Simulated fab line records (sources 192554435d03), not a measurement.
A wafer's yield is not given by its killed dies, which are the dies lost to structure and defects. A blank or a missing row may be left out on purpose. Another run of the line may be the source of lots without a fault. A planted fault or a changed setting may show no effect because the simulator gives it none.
fab line records | flow n5Finfet
record lots=5 wafers=15 lastDay=19
route steps=1938 shown SDB@376 DUMMY_REMOVAL@377 HKMG_FIN@385
lots untouched by any fault: they come from a run of this same line in which no faults occurred
startH: hours from the record's first day to the start of the lot's first wafer shown | waitH: hours since the lot's step before | " repeats the value in the row above | L1.1+2: several wafers, shown together as one row | - either no value or no given start | * or withheld: withheld | < > ~ a bound
route shown NAME@n: NAME is a module with steps in the file, n the number in the route of the first one | usual: the fault-free wafers' mean and standard deviation | same: alike in all rows | chamber/n: place in a boat | sites: readings site by site | _std_site: their standard deviation | _edge_site: the outer-site mean with the inner-site mean subtracted | radiusMm: for every site, how far away it sits from the centre of the wafer | mask NAME#n: copy n | behind: tool/chamber where the wafer was last shaped | hold: what put the lot on hold/how long, in hours/how the hold closed | device: the n, p or np transistor that did not switch | end of line: the same wafers' tests at the end of the route | a step given without rows: its recipe and nothing more | killed: count of dies lost to structure and defects at first sort (not the wafer's yield) | map: shows each die of a wafer: x if killed, . if not, _ if none is there
set.NAME: the setting that was run; set.NAME@STEP: the one run at that earlier step | model.NAME: the simulator's own value behind a step, which no gauge read
certain route steps with their lots: each step a table, each wafer a row
services: a tool's chamber out of use, with start hour (startH, from the record's first day; less than 0 if before it), hours out, and reason
## steps
# step N5_SDB_INSPECT_36
# recipe inspectInstrument=darkfield mode=postCmp
# usual rawDefectCount=35/20
# columns lot.wafer tool chamber startH waitH rawDefectCount
L942.1 defectInspect-02 - 78.18 0.0 19
L942.4 " - " " 21
L942.6 " - " " 37
L951.2 defectInspect-01 - 132.20 0.0 30
L951.3 " - " " 22
L951.5 " - " " 29
L960.3 defectInspect-02 - 185.60 0.0 29
L960.5 " - " " 35
L960.6 " - " " 15
L962.2 defectInspect-01 - 196.95 0.0 14
L962.3 " - " " 43
L962.6 " - " " 26
L963.1 defectInspect-01 - 207.00 0.0 83
L963.2 " - " " 148
L963.4 " - " " 73
# step N5_DUMMY_REMOVAL_HM_STRIP_01
# recipe chemistry=CH3F/O2 material=SiNx targetDepthA=40 stopOn=poly-Si timeS=6.8 overEtchFrac=0.3 ionEnergyEv=60 powerW=410 biasW=29 Ar_flow_sccm=150 CH3F_flow_sccm=30 O2_flow_sccm=20
# usual CH3F_flow_sccm=30.00/0.087 drypumpMotorCurrentA=5.7/0.37 oesProductAu=0.62/0.055 rfVppV=127.4/1 showerheadPlenumPTorr=2.00/0.068 throttleValvePct=16.51/0.2
# columns lot.wafer tool chamber startH waitH CH3F_flow_sccm drypumpMotorCurrentA oesProductAu rfHoursCounterH rfVppV showerheadPlenumPTorr throttleValvePct
L942.1 rieDiel-03 0 78.42 0.2 29.96 5.4 0.63 148 128.5 2.01 16.41
L942.4 " 3 " " 30.16 5.5 0.62 165 126.7 2.00 16.65
L942.6 " 3 " " 30.02 5.5 0.63 - 127.0 2.00 16.65
L951.2 rieDiel-03 1 132.23 0.0 29.97 5.9 0.58 241 126.2 1.88 16.72
L951.3 " 0 " " 29.81 5.4 0.61 165 127.0 2.01 16.45
L951.5 " 2 " " 30.07 5.3 0.62 - 128.5 2.00 16.57
L960.3 rieDiel-01 3 185.97 0.4 29.94 6.4 0.59 184 125.6 1.90 16.38
L960.5 " 3 " " 29.95 6.4 0.59 - 128.4 1.90 16.38
L960.6 " 2 " " 30.14 5.5 0.59 - 126.9 2.06 16.63
L962.2 rieDiel-02 2 196.98 0.0 29.99 5.6 0.58 199 129.0 1.99 16.67
L962.3 " 3 " " 29.96 5.0 0.75 23 127.5 2.15 16.43
L962.6 " 3 " " 29.92 5.0 0.76 - 128.6 2.15 16.45
L963.1 rieDiel-02 2 207.44 0.4 29.78 5.6 0.58 201 127.4 1.99 16.67
L963.2 " 0 " " 29.92 5.8 0.69 60 127.0 1.95 15.97
L963.4 " 1 " " 29.89 5.6 0.59 193 127.4 2.07 16.56
# step N5_DUMMY_REMOVAL_STRIP_10
# recipe chemistry=N2/H2 timeS=40 powerW=100 tempC=40 pressureMtorr=100 rfFrequencyHz=6e+07 biasPowerW=3 n2FlowSccm=300 h2FlowSccm=300
# usual drypumpMotorCurrentA=5.7/0.37 n2FlowSccm=300.1/0.83 oesProductAu=0.77/0.07 rfVppV=45.1/0.77 showerheadPlenumPTorr=3.38/0.1 throttleValvePct=12.42/0.22
# columns lot.wafer tool chamber startH waitH drypumpMotorCurrentA n2FlowSccm oesProductAu rfHoursCounterH rfVppV showerheadPlenumPTorr throttleValvePct
L942.1 rieDiel-03 0 78.45 0.0 5.4 298.1 0.76 148 44.7 3.39 12.42
L942.4 " 3 " " 5.5 299.8 0.76 165 44.6 3.36 12.53
L942.6 " 3 " " 5.5 300.8 0.76 - 44.9 3.36 12.56
L951.2 rieDiel-03 1 132.27 0.0 5.9 299.2 0.71 241 44.5 3.19 12.75
L951.3 " 0 " " 5.4 300.0 0.76 165 46.3 3.39 12.44
L951.5 " 2 " " 5.3 300.9 0.78 - 44.9 3.37 12.34
L960.3 rieDiel-01 3 186.00 0.0 6.5 299.7 0.73 184 43.7 3.24 12.42
L960.5 " 3 " " 6.5 300.8 0.74 - 45.1 3.24 12.43
L960.6 " 2 " " 5.5 301.0 0.73 - 45.4 3.51 12.57
L962.2 rieDiel-02 2 197.02 0.0 5.6 298.8 0.71 199 44.9 3.35 12.54
L962.3 " 3 " " 5.0 300.8 0.93 23 45.7 3.58 12.09
L962.6 " 3 " " 5.0 300.2 0.93 - 45.2 3.58 12.09
L963.1 rieDiel-02 2 207.48 0.0 5.6 300.4 0.71 201 44.1 3.35 12.54
L963.2 " 0 " " 5.8 300.0 0.85 60 45.7 3.31 11.90
L963.4 " 1 " " 5.6 301.4 0.74 193 45.1 3.50 12.49
# step N5_DUMMY_REMOVAL_PRECLEAN_07
# recipe chemistry=dHF timeS=30 tempC=25 dilution=withheld
# step N5_DUMMY_REMOVAL_DUMMY_REMOVE_02
# recipe chemistry=TMAH tempC=70 target=poly-Si stopOn=SiO2 targetDepthNm=142 concWtPct=5 timeS=57 dry=ipaMarangoni rinseTimeS=30 rinseTempC=23
# step N5_DUMMY_REMOVAL_INSPECT_06
# recipe inspectInstrument=brightfield mode=aei
# usual rawDefectCount=11/4.7
# columns lot.wafer tool chamber startH waitH rawDefectCount
L942.1 defectInspect-02 - 78.61 0.0 9
L942.4 " - " " 7
L942.6 " - " " 11
L951.2 defectInspect-02 - 132.43 0.0 8
L951.3 " - " " 15
L951.5 " - " " 10
L960.3 defectInspect-02 - 186.16 0.0 14
L960.5 " - " " 7
L960.6 " - " " 5
L962.2 defectInspect-02 - 197.18 0.0 6
L962.3 " - " " 9
L962.6 " - " " 8
L963.1 defectInspect-02 - 207.64 0.0 13
L963.2 " - " " 17
L963.4 " - " " 9
# step N5_DUMMY_REMOVAL_PRECLEAN_08
# recipe chemistry=NF3:NH3 afsCycles=2 tempC=30 timeS=20 sublimationTempC=180 sublimationTimeS=60 pressureTorr=3 rfPowerW=30
# step N5_DUMMY_REMOVAL_PRECLEAN_04
# recipe chemistry=DHF timeS=37 tempC=25 dilution=500:1
# step N5_DUMMY_REMOVAL_SRD_05
# recipe dry=ipaMarangoni doPpb=5 timeS=30 tempC=23 rinseLiquid=diw
# step N5_HKMG_FIN_IL_REGROW_00
# recipe material=SiO2 targetThkA=7.5 chemistry=O3 tempC=withheld timeS=30
# step N5_HKMG_FIN_HK_ALD_01
# recipe material=HfO2 targetThkA=16 tempC=withheld aldPrecursorFamily=HfCl4 aldCoReactant=H2O pulseTimeS=3 purgeTimeS=3 coReactantPurgeTimeS=2.5 coReactantPulseTimeS=0.3 aldCycles=30
# usual precursorPulseHeightRel=0.999/0.021
# same aldCycles=30
# columns lot.wafer tool chamber startH waitH precursorPulseHeightRel
L942.1 aldHk-03 1 78.97 0.0 1.003
L942.4 " 3 " " 1.019
L942.6 " 1 " " 0.978
L951.2 aldHk-03 3 132.79 0.0 0.972
L951.3 " 1 " " 0.961
L951.5 " 0 " " 0.971
L960.3 aldHk-02 0 186.52 0.0 1.020
L960.5 " 1 " " 0.985
L960.6 " 2 " " 0.983
L962.2 aldHk-03 2 197.54 0.0 0.994
L962.3 " 0 " " 1.023
L962.6 " 2 " " 0.972
L963.1 aldHk-03 0 208.00 0.0 1.028
L963.2 " 2 " " 0.972
L963.4 " 1 " " 0.982
# step N5_HKMG_FIN_HK_ANNEAL_02
# recipe tempC=700 timeS=30 ambient=N2 idleTempC=600 rampUpCPerS=150 rampDownCPerS=60 coolToC=600
# usual lampPowerPct=8.80/0.049 lamp_zone_6_pct=8.726/0.013 wafer_temp_C_max=702.9/0.71
# columns lot.wafer tool chamber startH waitH lampPowerPct lamp_zone_6_pct wafer_temp_C_max
L942.1 rtpAnneal-01 0 79.16 0.1 8.74 8.719 702.4
L942.4 " 0 " " 8.75 8.739 704.2
L942.6 " 0 " " 8.82 8.735 702.9
L951.2 rtpAnneal-01 0 133.00 0.1 8.83 8.730 703.1
L951.3 " 0 " " 8.80 8.716 702.4
L951.5 " 0 " " 8.74 8.712 703.3
L960.3 rtpAnneal-02 0 186.97 0.4 8.72 8.724 703.6
L960.5 " 0 " " 8.80 8.709 703.9
L960.6 " 0 " " 8.80 8.734 703.6
L962.2 rtpAnneal-02 0 197.95 0.3 8.81 8.708 702.7
L962.3 " 0 " " 8.75 8.717 703.7
L962.6 " 0 " " 8.86 8.731 702.0
L963.1 rtpAnneal-02 0 208.28 0.2 8.69 8.727 701.9
L963.2 " 0 " " 8.77 8.706 704.2
L963.4 " 0 " " 8.73 8.720 702.1
# step N5_HKMG_FIN_ALD_74
# recipe material=La2O3 targetThkA=5 tempC=250 aldPrecursorFamily=La-Cp aldCoReactant=O3 pulseTimeS=6 coReactantPulseTimeS=1 purgeTimeS=3 coReactantPurgeTimeS=3
# usual heaterPowerW=368/39 precursorPulseHeightRel=1.002/0.02
# columns lot.wafer tool chamber startH waitH heaterPowerW precursorPulseHeightRel model.La2O3_of_HKMG_FIN_ALD_74.thkNm
L942.1 aldHk-02 3 79.37 0.2 353 1.028 0.4
L942.4 " 2 " " 343 1.004 0.4
L942.6 " 1 " " 380 0.996 0.4
L951.2 aldHk-02 3 133.19 0.2 355 1.012 1
L951.3 " 2 " " 345 1.015 0.4
L951.5 " 0 " " 320 0.975 0.4
L960.3 aldHk-03 3 187.13 0.1 378 0.994 0.4
L960.5 " 2 " " 345 0.994 0.4
L960.6 " 3 " " 372 0.973 0.6
L962.2 aldHk-01 3 198.15 0.2 337 0.958 0.4
L962.3 " 1 " " 377 0.999 0.6
L962.6 " 1 " " 384 1.013 0.6
L963.1 aldHk-01 2 208.50 0.2 317 0.986 0.4
L963.2 " 1 " " 384 1.019 0.4
L963.4 " 0 " " 344 0.997 0.4
# step N5_HKMG_FIN_ALD_75
# recipe material=Al2O3 targetThkA=10 tempC=150 aldPrecursorFamily=TMA aldCoReactant=H2O pulseTimeS=withheld coReactantPulseTimeS=1
# usual heaterPowerW=159/17 precursorPulseHeightRel=1.001/0.021
# columns lot.wafer tool chamber startH waitH heaterPowerW precursorPulseHeightRel
L942.1 aldHk-02 3 79.45 0.0 154 1.044
L942.4 " 2 " " 150 0.990
L942.6 " 1 " " 162 1.041
L951.2 aldHk-02 3 133.26 0.0 156 0.983
L951.3 " 2 " " 150 1.036
L951.5 " 0 " " 142 0.962
L960.3 aldHk-03 3 187.20 0.0 161 0.981
L960.5 " 2 " " 154 1.016
L960.6 " 3 " " 160 1.006
L962.2 aldHk-01 3 198.30 0.1 147 1.004
L962.3 " 1 " " 164 0.994
L962.6 " 1 " " 159 1.019
L963.1 aldHk-01 2 208.65 0.1 133 1.007
L963.2 " 1 " " 161 1.038
L963.4 " 0 " " 149 0.990
## services
# columns tool chamber startH hours kind
rieDiel-01 1 60.30 3.8 repair
rieDiel-03 2 73.79 3.4 repair
aldHk-02 - 80.83 0.6 repair
rieDiel-02 2 88.89 6.0 repair
rieDiel-03 0 96.09 2.1 repair
rieDiel-02 3 99.93 - clean
rieDiel-02 3 99.93 - consumableReplace:focusRing
rieDiel-02 3 99.93 - consumableReplace:showerhead
rieDiel-02 3 99.93 17.9 scheduledDown
rieDiel-02 3 99.93 17.9 ventCycle
rieDiel-03 1 123.37 2.8 repair
rieDiel-01 1 129.06 5.2 repair
rieDiel-01 1 149.61 2.3 repair
rieDiel-01 2 150.61 2.8 repair
rtpAnneal-02 - 161.36 4.3 pm
rieDiel-03 1 161.54 - clean
rieDiel-03 1 161.54 - consumableReplace:focusRing
rieDiel-03 1 161.54 - consumableReplace:showerhead
rieDiel-03 1 161.54 15.7 scheduledDown
rieDiel-03 1 161.54 15.7 ventCycle
aldHk-02 - 201.18 2.8 pm
## key
firstSign none at tools or gauges
modelEffect step=N5_HKMG_FIN_ALD_74 value=La2O3_of_HKMG_FIN_ALD_74.thkNm without=0.4 struck=1
metAt N5_HKMG_FIN_ALD_74
struckWafers L951.2
testerLeftOut L951
onsetBetween 79.37 133.19
fault kind=processParameterDrift tool=aldHk-02 chamber=3 onsetH=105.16 steps=N5_HKMG_FIN_ALD_74 channel=targetThkA offset=* shape=step endH=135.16 actsIn=* stated=*
# testerLeftOut: of these lots the tester's yield and bins aren't shown, on N5 and GAA mostly nor the transistor test; their killed dies are dies lost to structure and defects alone, not to doping, threshold or leakage, so they don't give the yield
